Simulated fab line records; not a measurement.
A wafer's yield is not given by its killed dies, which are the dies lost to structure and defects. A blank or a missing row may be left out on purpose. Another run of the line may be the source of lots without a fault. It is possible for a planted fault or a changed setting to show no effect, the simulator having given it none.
The tool behind it: which one? + flow n5_finfet + Sampling: 24 lots, 72 wafers, 6 of 1938 route steps

== WHAT THE GAUGES READ, wafer by wafer ==
The record lacks any reading of a measuring or inspecting step that a usual standard deviation could be used to judge.

== TOOL THAT RAN EACH LOT (tool first, then ch and the chambers of the sampled wafers, then the start) ==
| lot  | N5_HKMG_FIN_STRIP_60                | N5_HKMG_FIN_ALD_36                 | N5_HKMG_FIN_ETCH_35               | N5_HKMG_FIN_ETCH_86               | N5_HKMG_FIN_ETCHBACK_68           | N5_HKMG_FIN_W_FILL_22         |
|------|-------------------------------------|------------------------------------|-----------------------------------|-----------------------------------|-----------------------------------|-------------------------------|
| L074 | plasma_asher-02 ch 0,1, day 4 01:53 | ald_metal-03 ch 0,1,3, day 4 03:08 | rie_diel-06 ch 0,2, day 4 04:47   | rie_diel-02 ch 0,1,3, day 4 05:49 | rie_metal-03 ch 0,1, day 4 07:09  | cvd_w-01 ch 0,1, day 4 08:04  |
| L075 | plasma_asher-02 ch 0,1, day 4 08:00 | ald_metal-04 ch 0,1, day 4 09:15   | rie_diel-02 ch 0,2, day 4 10:56   | rie_diel-01 ch 1,2,3, day 4 11:56 | rie_metal-03 ch 0,1, day 4 13:17  | cvd_w-01 ch 0,1, day 4 14:14  |
| L076 | plasma_asher-02 ch 0,1, day 4 13:53 | ald_metal-02 ch 1,2, day 4 15:08   | rie_diel-01 ch 0,1,3, day 4 16:53 | rie_diel-01 ch 1,2, day 4 17:58   | rie_metal-01 ch 0,1, day 4 19:16  | cvd_w-01 ch 0, day 4 20:13    |
| L077 | plasma_asher-02 ch 0,1, day 4 17:05 | ald_metal-02 ch 0,1,3, day 4 18:24 | rie_diel-01 ch 1,2,3, day 4 20:06 | rie_diel-02 ch 0,1,2, day 4 21:07 | rie_metal-02 ch 1, day 4 22:25    | cvd_w-02 ch 0,1, day 4 23:29  |
| L078 | plasma_asher-01 ch 0, day 5 00:09   | ald_metal-02 ch 0,2, day 5 01:37   | rie_diel-02 ch 1,3, day 5 03:10   | rie_diel-01 ch 0,1,2, day 5 04:16 | rie_metal-01 ch 0,1, day 5 05:35  | cvd_w-02 ch 0,1, day 5 06:32  |
| L079 | plasma_asher-01 ch 0,1, day 5 08:19 | ald_metal-03 ch 2,3, day 5 09:34   | rie_diel-06 ch 1,2, day 5 11:06   | rie_diel-02 ch 0,1,3, day 5 12:26 | rie_metal-02 ch 0,1, day 5 13:49  | cvd_w-01 ch 0,1, day 5 14:46  |
| L080 | plasma_asher-02 ch 0,1, day 5 17:56 | ald_metal-03 ch 0,1,3, day 5 19:36 | rie_diel-06 ch 0,1,3, day 5 21:14 | rie_diel-01 ch 0,1,3, day 5 22:16 | rie_metal-02 ch 0,1, day 5 23:35  | cvd_w-02 ch 0,1, day 6 00:31  |
| L081 | plasma_asher-02 ch 0,1, day 5 20:44 | ald_metal-04 ch 0,2,3, day 5 22:00 | rie_diel-02 ch 0,2,3, day 5 23:25 | rie_diel-01 ch 1,2,3, day 6 00:26 | rie_metal-02 ch 0,1, day 6 01:50  | cvd_w-02 ch 0,1, day 6 02:47  |
| L082 | plasma_asher-02 ch 0,1, day 6 04:00 | ald_metal-02 ch 0,2,3, day 6 05:09 | rie_diel-02 ch 0,1,2, day 6 06:34 | rie_diel-02 ch 0,1,3, day 6 07:38 | rie_metal-03 ch 0, day 6 09:22    | cvd_w-02 ch 0,1, day 6 10:20  |
| L083 | plasma_asher-02 ch 0,1, day 6 05:27 | ald_metal-03 ch 2,3, day 6 06:43   | rie_diel-06 ch 0,1, day 6 08:15   | rie_diel-02 ch 1,2,3, day 6 09:19 | rie_metal-01 ch 0,1, day 6 10:38  | cvd_w-01 ch 0,1, day 6 11:35  |
| L084 | plasma_asher-01 ch 0,1, day 6 11:18 | ald_metal-04 ch 0,2,3, day 6 12:31 | rie_diel-01 ch 0,2, day 6 14:04   | rie_diel-06 ch 0,3, day 6 15:06   | rie_metal-02 ch 0,1, day 6 16:26  | cvd_w-02 ch 0,1, day 6 17:22  |
| L085 | plasma_asher-02 ch 1, day 6 21:26   | ald_metal-03 ch 0,3, day 6 22:49   | rie_diel-02 ch 0,3, day 7 00:14   | rie_diel-02 ch 0,3, day 7 01:22   | rie_metal-02 ch 0,1, day 7 02:41  | cvd_w-01 ch 0,1, day 7 03:38  |
| L086 | plasma_asher-02 ch 0,1, day 6 23:15 | ald_metal-03 ch 0,1,2, day 7 00:23 | rie_diel-02 ch 2,3, day 7 01:50   | rie_diel-06 ch 0,2,3, day 7 02:51 | rie_metal-02 ch 0,1, day 7 04:17  | cvd_w-02 ch 0,1, day 7 05:13  |
| L087 | plasma_asher-02 ch 0,1, day 7 07:45 | ald_metal-04 ch 1,2,3, day 7 08:53 | rie_diel-06 ch 2,3, day 7 10:56   | rie_diel-01 ch 0,2, day 7 11:57   | rie_metal-03 ch 0,1, day 7 13:17  | cvd_w-01 ch 0,1, day 7 14:12  |
| L088 | plasma_asher-01 ch 0,1, day 7 11:51 | ald_metal-02 ch 1,2, day 7 13:09   | rie_diel-06 ch 0,2,3, day 7 15:18 | rie_diel-02 ch 0,1,2, day 7 16:19 | rie_metal-02 ch 0,1, day 7 17:36  | cvd_w-01 ch 0,1, day 7 18:33  |
| L089 | plasma_asher-02 ch 0, day 7 18:43   | ald_metal-03 ch 0,2,3, day 7 20:14 | rie_diel-06 ch 2,3, day 7 21:40   | rie_diel-01 ch 0,2,3, day 7 22:41 | rie_metal-03 ch 0,1, day 7 23:58  | cvd_w-02 ch 0,1, day 8 00:55  |
| L090 | plasma_asher-02 ch 1, day 8 01:06   | ald_metal-02 ch 0,2, day 8 02:20   | rie_diel-02 ch 0,1, day 8 03:53   | rie_diel-06 ch 0,2,3, day 8 04:58 | rie_metal-03 ch 0,1, day 8 06:17  | cvd_w-01 ch 1, day 8 07:14    |
| L091 | plasma_asher-01 ch 0,1, day 8 07:11 | ald_metal-03 ch 0,1,2, day 8 08:26 | rie_diel-02 ch 1,3, day 8 10:08   | rie_diel-01 ch 0,1,2, day 8 11:15 | rie_metal-02 ch 0,1, day 8 12:42  | cvd_w-01 ch 0,1, day 8 13:39  |
| L092 | plasma_asher-01 ch 0,1, day 8 11:14 | ald_metal-03 ch 1,2, day 8 12:23   | rie_diel-06 ch 1,2,3, day 8 14:02 | rie_diel-06 ch 0,2,3, day 8 15:05 | rie_metal-02 ch 0,1, day 8 16:31  | cvd_w-01 ch 0,1, day 8 17:26  |
| L093 | plasma_asher-01 ch 0,1, day 8 18:16 | ald_metal-04 ch 1,2,3, day 8 19:32 | rie_diel-06 ch 0,1,3, day 8 21:04 | rie_diel-06 ch 0,2,3, day 8 22:06 | rie_metal-01 ch 0,1, day 8 23:25  | cvd_w-02 ch 0,1, day 9 00:22  |
| L094 | plasma_asher-01 ch 0,1, day 9 00:01 | ald_metal-03 ch 1,2, day 9 01:19   | rie_diel-06 ch 0,3, day 9 02:44   | rie_diel-01 ch 2,3, day 9 03:50   | rie_metal-02 ch 0, day 9 05:10    | cvd_w-02 ch 0,1, day 9 06:12  |
| L095 | plasma_asher-01 ch 0,1, day 9 04:53 | ald_metal-04 ch 1,2,3, day 9 06:08 | rie_diel-02 ch 1,3, day 9 07:41   | rie_diel-01 ch 0,1,2, day 9 08:55 | rie_metal-03 ch 0,1, day 9 10:24  | cvd_w-02 ch 0,1, day 9 11:21  |
| L096 | plasma_asher-01 ch 0,1, day 9 10:49 | ald_metal-03 ch 0,1,3, day 9 12:06 | rie_diel-02 ch 1,2,3, day 9 13:39 | rie_diel-01 ch 0,1,3, day 9 14:40 | rie_metal-03 ch 0,1, day 9 16:20  | cvd_w-02 ch 0,1, day 9 17:17  |
| L097 | plasma_asher-02 ch 0,1, day 9 20:52 | ald_metal-02 ch 1,2,3, day 9 22:07 | rie_diel-06 ch 1,2,3, day 9 23:40 | rie_diel-01 ch 1,3, day 10 00:50  | rie_metal-02 ch 0,1, day 10 02:08 | cvd_w-01 ch 0,1, day 10 03:05 |
- N5_HKMG_FIN_STRIP_60: strips in N2/H2, time 360 s.
- N5_HKMG_FIN_ALD_36: deposits TiN, target thk 1 nm, pulse time 1 s, purge time 3 s.
- N5_HKMG_FIN_ETCH_35: etches SOC in N2/H2, target depth 215.8 nm, time 243.4 s.
- N5_HKMG_FIN_ETCH_86: etches SOC in N2/H2, stops on TiN, target depth 393.2 nm.
- N5_HKMG_FIN_ETCHBACK_68: etches the open film in Cl2/Ar, stops on HfO2, target depth 0.5 nm.
- N5_HKMG_FIN_W_FILL_22: material W, target thk 60 nm, time 18.2 s.

== AS READ BY THE TOOLS THEMSELVES (means over the sampled wafers that have a number; for cases with no such wafer, the mark the record gives instead) ==
N5_HKMG_FIN_STRIP_60.
| lot  | tool            | drypump_motor_current_A (A) | heater_power_w (W) |
|------|-----------------|-----------------------------|--------------------|
| L074 | plasma_asher-02 | 5.3                         | 450                |
| L075 | plasma_asher-02 | 5.3                         | 453                |
| L076 | plasma_asher-02 | 5.3                         | 453                |
| L077 | plasma_asher-02 | 5.2                         | 475                |
| L078 | plasma_asher-01 | 5.6                         | 502                |
| L079 | plasma_asher-01 | 5.7                         | 491                |
| L080 | plasma_asher-02 | 5.3                         | 453                |
| L081 | plasma_asher-02 | 5.2                         | 473                |
| L082 | plasma_asher-02 | 5.3                         | 451                |
| L083 | plasma_asher-02 | 5.2                         | 466                |
| L084 | plasma_asher-01 | 6.0                         | 477                |
| L085 | plasma_asher-02 | 5.1                         | 489                |
| L086 | plasma_asher-02 | 5.2                         | 465                |
| L087 | plasma_asher-02 | 5.3                         | 455                |
| L088 | plasma_asher-01 | 5.8                         | 492                |
| L089 | plasma_asher-02 | 5.4                         | 435                |
| L090 | plasma_asher-02 | 5.1                         | 485                |
| L091 | plasma_asher-01 | 5.9                         | 472                |
| L092 | plasma_asher-01 | 5.9                         | 478                |
| L093 | plasma_asher-01 | 5.8                         | 494                |
| L094 | plasma_asher-01 | 6.0                         | 467                |
| L095 | plasma_asher-01 | 5.8                         | 485                |
| L096 | plasma_asher-01 | 5.8                         | 485                |
| L097 | plasma_asher-02 | 5.4                         | 460                |

N5_HKMG_FIN_ALD_36.
| lot  | tool         | heater_power_w (W) | precursor_pulse_height_rel |
|------|--------------|--------------------|----------------------------|
| L074 | ald_metal-03 | 932                | 0.990                      |
| L075 | ald_metal-04 | 1011               | 1.000                      |
| L076 | ald_metal-02 | 847                | 0.994                      |
| L077 | ald_metal-02 | 886                | 0.998                      |
| L078 | ald_metal-02 | 863                | 1.019                      |
| L079 | ald_metal-03 | 920                | 0.998                      |
| L080 | ald_metal-03 | 933                | 1.005                      |
| L081 | ald_metal-04 | 924                | 1.002                      |
| L082 | ald_metal-02 | 856                | 1.021                      |
| L083 | ald_metal-03 | 1000               | 0.998                      |
| L084 | ald_metal-04 | 919                | 0.994                      |
| L085 | ald_metal-03 | 853                | 0.995                      |
| L086 | ald_metal-03 | 1032               | 1.013                      |
| L087 | ald_metal-04 | 925                | 0.998                      |
| L088 | ald_metal-02 | 873                | 0.990                      |
| L089 | ald_metal-03 | 924                | 0.988                      |
| L090 | ald_metal-02 | 904                | 1.009                      |
| L091 | ald_metal-03 | 1041               | 0.990                      |
| L092 | ald_metal-03 | 1109               | 1.002                      |
| L093 | ald_metal-04 | 924                | 0.996                      |
| L094 | ald_metal-03 | 1104               | 1.013                      |
| L095 | ald_metal-04 | 929                | 0.997                      |
| L096 | ald_metal-03 | 931                | 0.989                      |
| L097 | ald_metal-02 | 836                | 1.001                      |

N5_HKMG_FIN_ETCH_35.
| lot  | tool        | drypump_motor_current_A (A) | oes_product_au (a.u.) | rf_vpp_V (V) | showerhead_plenum_p_Torr (Torr) | throttle_valve_pct (%) |
|------|-------------|-----------------------------|-----------------------|--------------|---------------------------------|------------------------|
| L074 | rie_diel-06 | 5.8                         | 0.77                  | 142.2        | 2.59                            | 17.94                  |
| L075 | rie_diel-02 | 5.6                         | 0.75                  | 142.4        | 2.56                            | 18.00                  |
| L076 | rie_diel-01 | 5.2                         | 0.73                  | 141.7        | 2.50                            | 18.02                  |
| L077 | rie_diel-01 | 5.3                         | 0.75                  | 140.3        | 2.47                            | 18.08                  |
| L078 | rie_diel-02 | 5.6                         | 0.79                  | 141.7        | 2.59                            | 17.82                  |
| L079 | rie_diel-06 | 6.2                         | 0.70                  | 140.7        | 2.45                            | 18.22                  |
| L080 | rie_diel-06 | 6.1                         | 0.83                  | 140.9        | 2.53                            | 17.84                  |
| L081 | rie_diel-02 | 5.7                         | 0.75                  | 141.8        | 2.57                            | 17.91                  |
| L082 | rie_diel-02 | 5.6                         | 0.78                  | 142.4        | 2.62                            | 18.06                  |
| L083 | rie_diel-06 | 5.8                         | 0.80                  | 141.7        | 2.59                            | 17.90                  |
| L084 | rie_diel-01 | 4.9                         | 0.74                  | 139.2        | 2.36                            | 18.02                  |
| L085 | rie_diel-02 | 5.8                         | 0.79                  | 141.9        | 2.62                            | 17.92                  |
| L086 | rie_diel-02 | 5.6                         | 0.73                  | 140.9        | 2.52                            | 17.81                  |
| L087 | rie_diel-06 | 6.0                         | 0.77                  | 141.7        | 2.52                            | 17.94                  |
| L088 | rie_diel-06 | 5.9                         | 0.82                  | 141.8        | 2.57                            | 17.80                  |
| L089 | rie_diel-06 | 6.0                         | 0.77                  | 141.8        | 2.52                            | 17.94                  |
| L090 | rie_diel-02 | 5.7                         | 0.80                  | 142.4        | 2.67                            | 18.07                  |
| L091 | rie_diel-02 | 5.5                         | 0.79                  | 143.0        | 2.63                            | 18.00                  |
| L092 | rie_diel-06 | 6.2                         | 0.85                  | 141.0        | 2.57                            | 17.89                  |
| L093 | rie_diel-06 | 6.1                         | 0.89                  | 143.2        | 2.62                            | 17.76                  |
| L094 | rie_diel-06 | 5.8                         | 0.84                  | 142.6        | 2.61                            | 17.71                  |
| L095 | rie_diel-02 | 5.5                         | 0.77                  | 141.8        | 2.63                            | 18.01                  |
| L096 | rie_diel-02 | 5.5                         | 0.74                  | 142.1        | 2.57                            | 17.98                  |
| L097 | rie_diel-06 | 6.2                         | 0.83                  | 141.9        | 2.57                            | 17.91                  |

N5_HKMG_FIN_ETCH_86.
| lot  | tool        | drypump_motor_current_A (A) | oes_product_au (a.u.) | rf_vpp_V (V) | showerhead_plenum_p_Torr (Torr) | throttle_valve_pct (%) |
|------|-------------|-----------------------------|-----------------------|--------------|---------------------------------|------------------------|
| L074 | rie_diel-02 | 5.7                         | 0.80                  | 242.9        | 2.64                            | 17.88                  |
| L075 | rie_diel-01 | 5.3                         | 0.75                  | 239.8        | 2.47                            | 18.04                  |
| L076 | rie_diel-01 | 5.2                         | 0.79                  | 238.5        | 2.42                            | 17.99                  |
| L077 | rie_diel-02 | 5.6                         | 0.79                  | 241.4        | 2.63                            | 18.00                  |
| L078 | rie_diel-01 | 5.1                         | 0.76                  | 238.6        | 2.41                            | 17.96                  |
| L079 | rie_diel-02 | 5.7                         | 0.80                  | 242.7        | 2.63                            | 17.90                  |
| L080 | rie_diel-01 | 5.3                         | 0.72                  | 240.3        | 2.50                            | 18.01                  |
| L081 | rie_diel-01 | 5.3                         | 0.73                  | 240.2        | 2.47                            | 18.06                  |
| L082 | rie_diel-02 | 5.7                         | 0.79                  | 242.8        | 2.63                            | 17.91                  |
| L083 | rie_diel-02 | 5.5                         | 0.76                  | 242.1        | 2.58                            | 17.90                  |
| L084 | rie_diel-06 | 5.8                         | 0.88                  | 242.1        | 2.62                            | 17.64                  |
| L085 | rie_diel-02 | 5.8                         | 0.77                  | 240.4        | 2.62                            | 17.89                  |
| L086 | rie_diel-06 | 5.9                         | 0.82                  | 241.0        | 2.57                            | 17.77                  |
| L087 | rie_diel-01 | 5.0                         | 0.71                  | 239.8        | 2.39                            | 17.95                  |
| L088 | rie_diel-02 | 5.6                         | 0.76                  | 241.5        | 2.62                            | 18.04                  |
| L089 | rie_diel-01 | 5.2                         | 0.79                  | 239.3        | 2.45                            | 17.89                  |
| L090 | rie_diel-06 | 5.9                         | 0.80                  | 240.5        | 2.57                            | 17.79                  |
| L091 | rie_diel-01 | 5.1                         | 0.74                  | 238.7        | 2.40                            | 18.01                  |
| L092 | rie_diel-06 | 5.9                         | 0.80                  | 241.1        | 2.56                            | 17.79                  |
| L093 | rie_diel-06 | 5.9                         | 0.80                  | 241.1        | 2.56                            | 17.80                  |
| L094 | rie_diel-01 | 5.1                         | 0.79                  | 239.6        | 2.42                            | 17.95                  |
| L095 | rie_diel-01 | 5.1                         | 0.73                  | 238.2        | 2.40                            | 18.02                  |
| L096 | rie_diel-01 | 5.3                         | 0.78                  | 240.3        | 2.49                            | 17.91                  |
| L097 | rie_diel-01 | 5.4                         | 0.81                  | 240.3        | 2.50                            | 17.96                  |

N5_HKMG_FIN_ETCHBACK_68.
| lot  | tool         | drypump_motor_current_A (A) | oes_product_au (a.u.) | throttle_valve_pct (%) |
|------|--------------|-----------------------------|-----------------------|------------------------|
| L074 | rie_metal-03 | 5.75                        | 0.90                  | 20.6                   |
| L075 | rie_metal-03 | 5.78                        | 0.90                  | 20.6                   |
| L076 | rie_metal-01 | 5.74                        | 0.74                  | 20.9                   |
| L077 | rie_metal-02 | 5.83                        | 0.61                  | 21.0                   |
| L078 | rie_metal-01 | 5.75                        | 0.73                  | 20.9                   |
| L079 | rie_metal-02 | 5.92                        | 0.73                  | 20.9                   |
| L080 | rie_metal-02 | 5.91                        | 0.72                  | 20.9                   |
| L081 | rie_metal-02 | 5.92                        | 0.72                  | 20.9                   |
| L082 | rie_metal-03 | 5.84                        | 0.88                  | 20.3                   |
| L083 | rie_metal-01 | 5.87                        | 0.80                  | 20.8                   |
| L084 | rie_metal-02 | 5.90                        | 0.71                  | 20.9                   |
| L085 | rie_metal-02 | 5.98                        | 0.81                  | 20.8                   |
| L086 | rie_metal-02 | 5.91                        | 0.71                  | 20.9                   |
| L087 | rie_metal-03 | 5.67                        | 0.84                  | 20.9                   |
| L088 | rie_metal-02 | 5.97                        | 0.80                  | 20.8                   |
| L089 | rie_metal-03 | 5.66                        | 0.83                  | 20.9                   |
| L090 | rie_metal-03 | 5.66                        | 0.83                  | 20.9                   |
| L091 | rie_metal-02 | 5.97                        | 0.80                  | 20.8                   |
| L092 | rie_metal-02 | 5.91                        | 0.69                  | 20.9                   |
| L093 | rie_metal-01 | 5.75                        | 0.71                  | 21.0                   |
| L094 | rie_metal-02 | 6.05                        | 0.89                  | 20.7                   |
| L095 | rie_metal-03 | 5.75                        | 0.84                  | 20.6                   |
| L096 | rie_metal-03 | 5.67                        | 0.82                  | 20.9                   |
| L097 | rie_metal-02 | 5.93                        | 0.95                  | 20.6                   |

N5_HKMG_FIN_W_FILL_22.
| lot  | tool     | heater_power_w (W) | throttle_valve_pct (%) |
|------|----------|--------------------|------------------------|
| L074 | cvd_w-01 | 836                | 19.0                   |
| L075 | cvd_w-01 | 846                | 19.0                   |
| L076 | cvd_w-01 | 806                | 19.7                   |
| L077 | cvd_w-02 | 822                | 19.2                   |
| L078 | cvd_w-02 | 814                | 19.1                   |
| L079 | cvd_w-01 | 833                | 19.4                   |
| L080 | cvd_w-02 | 841                | 19.3                   |
| L081 | cvd_w-02 | 870                | 19.3                   |
| L082 | cvd_w-02 | 821                | 19.2                   |
| L083 | cvd_w-01 | 823                | 19.5                   |
| L084 | cvd_w-02 | 814                | 19.4                   |
| L085 | cvd_w-01 | 826                | 19.6                   |
| L086 | cvd_w-02 | 873                | 19.1                   |
| L087 | cvd_w-01 | 849                | 19.0                   |
| L088 | cvd_w-01 | 824                | 19.5                   |
| L089 | cvd_w-02 | 884                | 19.1                   |
| L090 | cvd_w-01 | 865                | 18.7                   |
| L091 | cvd_w-01 | 828                | 19.5                   |
| L092 | cvd_w-01 | 821                | 19.3                   |
| L093 | cvd_w-02 | 829                | 19.3                   |
| L094 | cvd_w-02 | 870                | 19.5                   |
| L095 | cvd_w-02 | 822                | 19.4                   |
| L096 | cvd_w-02 | 816                | 19.4                   |
| L097 | cvd_w-01 | 828                | 19.6                   |

== THE ANSWER, worked out from the rows above alone ==
Rule: the lots themselves supply what counts as usual. Put in order of their means at a reading, lots are off if they are a third of the lots or fewer, leave a main group of 4 or more, and stand apart from it by a gap of 3 or more times the standard deviation of the main group's means; of several such gaps the widest counts. If all means in a main group match to the digits the tables above print for the reading, that group is not used. Also off: a lot with no number at a reading for which 4 or more lots have one. All remaining lots with rows at the step are treated as sound. After the gauges, taken in route order, come the tools' own readings; for these a lot's mean is taken, as printed above. The first step at which some lot is off is used, and at that step the reading that is off furthest; a lot without a number counts as furthest.
None of the lots is off at any reading shown; this tells nothing.

== WHAT HAD BEEN PUT IN BY THE SIMULATOR ==
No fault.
